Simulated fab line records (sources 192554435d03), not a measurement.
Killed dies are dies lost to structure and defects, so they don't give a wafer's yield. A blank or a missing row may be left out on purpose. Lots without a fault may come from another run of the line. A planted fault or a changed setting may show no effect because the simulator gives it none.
Struck lot and sound lot, side by side / flow n5 finfet / 39 out of 1938 route steps
Sound: these wafers, L367.2, L367.3, L367.6. Struck: wafer L354.5 (L354.1, L354.4, from the same lot, were not struck and are left out); the cause is given at the end.
For every step that has rows: the tool of each side, followed by ch and its chambers, followed by its first start. Under that, the readings that differ: sound wafers / struck wafers / difference of the means / sigmas: that difference in standard deviations of wafers without a fault.
alike: readings with means less than 2 such deviations apart, plus words and numbers identical on both sides. not compared: withheld readings, readings lacking a value on some wafer, bounds such as >300 that could conceal the same value, and numbers that have no deviation in the record and whose values overlap.
Wherever a step has rows on one side only, a row that says differs or no value, or a row with sigmas, the two part there. Numbers that don't overlap but have no deviation are shown without sigmas and don't part them. A reading that every wafer of one side lacks parts them only if that side has two wafers or more.

first, 12 steps without rows for these wafers: N5_SD_EPI_N_ETCH_35 (etches SOC in N2/H2, overetch 108 nm, time 486 s); N5_SD_EPI_N_STRIP_36 (strips in N2/H2); N5_SD_EPI_N_ETCHBACK_44 (etches SiNx in CH3F/O2, stops on SiO2, target depth 14.5 nm); N5_SD_EPI_N_ETCH_45 (etches SiOCN in CH3F/O2, target depth 6 nm); N5_SD_EPI_N_ETCH_16 (etches SiO2 in CHF3/O2, target depth 5 nm); N5_SD_EPI_N_STRIP_47 (strips in CHF3/O2); N5_SD_EPI_N_SD_RECESS_17 (chemistry HBr/Cl2/O2, target depth 41 nm, time 23.7 s, bt time 3 s); N5_SD_EPI_N_STRIP_38 (strips in N2/H2); N5_SD_EPI_N_WET_ETCH_43 (etches SiO2 in dHF, time 14 s, target depth 1.5 nm); N5_SD_EPI_N_STRIP_18 (strips in SPM, time 750 s); N5_SD_EPI_N_SRD_20 (time 30 s); N5_SD_EPI_N_PRECLEAN_48 (cleans in NF3:NH3, afs cycles 2, time 20 s, sublimation time 60 s).
N5_SD_EPI_N_VAPOR_ETCH_50: etches Si in HCl, time 54 s.
  sound on epi rpcvd-03 ch 0, day 8 06:42; struck on epi rpcvd-03 ch 0, day 4 20:13
  alike: throttle valve pct
then, 24 steps without rows for these wafers: N5_SD_EPI_N_EPI_21 (deposits Si:P, time 690 s); N5_SD_EPI_N_PRECLEAN_24 (cleans in O3/DIW, time 60 s); N5_SD_EPI_N_SRD_25 (time 30 s); N5_SD_EPI_N_PRECLEAN_49 (cleans in NF3:NH3, afs cycles 1, time 20 s, sublimation time 60 s); N5_SD_EPI_N_LINER_46 (material SiNx, target thk 3 nm); N5_SD_EPI_P_COAT_34 (time 60 s, resist thk 350 nm); N5_SD_EPI_P_COAT_35 (time 60 s, resist thk 35 nm); N5_SD_EPI_P_COAT_03 (resist thk 150 nm); N5_SD_EPI_P_EBR_05; N5_SD_EPI_P_SOFTBAKE_04 (time 60 s); N5_SD_EPI_P_EXPOSE_06 (exposes mask SD P BLK, target cd 240 nm); N5_SD_EPI_P_PEB_07 (peb time 60 s); N5_SD_EPI_P_DEVELOP_08 (develop time 30 s); N5_SD_EPI_P_DESCUM_14 (chemistry O2, time 7.9 s); N5_SD_EPI_P_ETCH_36 (etches SiARC in CF4, target depth 45.5 nm, time 75.8 s); N5_SD_EPI_P_ETCH_37 (etches SOC in N2/H2, overetch 108 nm, time 486 s); N5_SD_EPI_P_STRIP_38 (strips in N2/H2); N5_SD_EPI_P_ETCHBACK_46 (etches SiNx in CH3F/O2, stops on SiO2, target depth 17.5 nm); N5_SD_EPI_P_ETCH_47 (etches SiOCN in CH3F/O2, target depth 25 nm); N5_SD_EPI_P_ETCH_16 (etches SiO2 in CHF3/O2, target depth 5 nm); N5_SD_EPI_P_STRIP_50 (strips in CHF3/O2); N5_SD_EPI_P_SD_RECESS_17 (chemistry HBr/Cl2/O2, target depth 39.1 nm, bt time 3 s); N5_SD_EPI_P_WET_ETCH_45 (etches SiO2 in dHF, time 10.7 s, target depth 2 nm, rinse time 30 s); N5_SD_EPI_P_STRIP_40 (strips in N2/H2).
-- the record jumps here: 4 days lie between the struck wafers' starts before and after (it left off in module SD_EPI_P and takes up again in module BEOL_M4, whose first step shown is number 1111 of the route) --
N5_BEOL_M4_RC_MEAS_101:
  sound on prober-02 ch 0, day 12 20:27; struck on prober-02 ch 0, day 9 03:50
reading=DIBL_N (mV/V); sound=37.4 35.6 34.8; struck=40.8; difference=+4.9; sigmas=+4
reading=IOFF_N (nA/um); sound=0.187 0.164 0.144; struck=0.274; difference=+0.109; sigmas=+5
reading=IOFF_N_85C (nA/um); sound=3.6 3.2 2.9; struck=4.9; difference=+1.7; sigmas=+4
reading=IOFF_N_LIN (nA/um); sound=0.087 0.080 0.072; struck=0.115; difference=+0.035; sigmas=+4
reading=ION_N (uA/um); sound=689 685 681; struck=724; difference=+39; sigmas=+4
reading=REXT_N (ohm.um); sound=74.8 74.4 74.8; struck=67.0; difference=-7.7; sigmas=-6
reading=VT_N (mV); sound=247.1 246.6 250.7; struck=241.6; difference=-6.5; sigmas=-2
  alike: DIBL_P, IOFF_P, ION_P, SS_N, SS_P, VT_P
following that, these wafers have no rows for 1 step: N5_PASSIVATION_PROBE_49.

WHERE THEY PART
Within this record, at N5_BEOL_M4_RC_MEAS_101 only.

WHY: what had been put in by the simulator
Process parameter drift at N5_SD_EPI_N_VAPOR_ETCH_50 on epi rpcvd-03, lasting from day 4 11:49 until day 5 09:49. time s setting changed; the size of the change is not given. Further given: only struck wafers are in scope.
